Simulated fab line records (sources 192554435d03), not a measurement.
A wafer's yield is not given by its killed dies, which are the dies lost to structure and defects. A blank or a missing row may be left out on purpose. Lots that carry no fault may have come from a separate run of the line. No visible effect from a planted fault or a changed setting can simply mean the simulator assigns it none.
Chamber matching    flow n5Finfet    rieDiel-05 running N5_BEOL_M11_ETCH_62: 4 sister chambers
The step etches SOC in N2/H2, target depth 110 nm, overetch 22 nm, time 165 s. 4 wafers are shown with their chamber, then 7 later ones without.

== WAFERS WITH THEIR CHAMBER ==
wafer   chamber  showerheadPlenumPTorr (Torr)
L084.5  2        2.66
L083.2  1        2.62
L088.2  3        2.41
L088.5  0        2.39

== WAFERS WITH NO CHAMBER GIVEN ==
wafer   showerheadPlenumPTorr (Torr)
L088.6  2.41
L087.1  2.66
L087.2  2.41
L087.6  2.66
L097.4  2.61
L097.5  2.40
L097.6  2.65

== CHAMBER TAKEN BY EACH ==
wafer   from the rows above      in truth
L088.6  3                        3
L087.1  2                        2
L087.2  3                        3
L087.6  2                        2
L097.4  1                        1
L097.5  can't be placed: 0 or 3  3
L097.6  2                        2
Placed correctly: 6 of 7. Cannot be placed on the basis of these rows: 1; the candidates contain the true chamber in 1. 0 placed wrongly.
How it was worked out, from the rows above alone: a wafer's distance from a chamber is the root of the sum, over the readings, of the square of ((its reading less the chamber's mean) divided by the reading's scatter). The wafer belongs to the nearest chamber; if the next one is less than 2 further off, it can't be placed. A chamber's mean is the mean of its shown wafers. The scatter: root of mean squared gap, hidden wafer to nearest shown wafer, with one shown wafer a chamber.
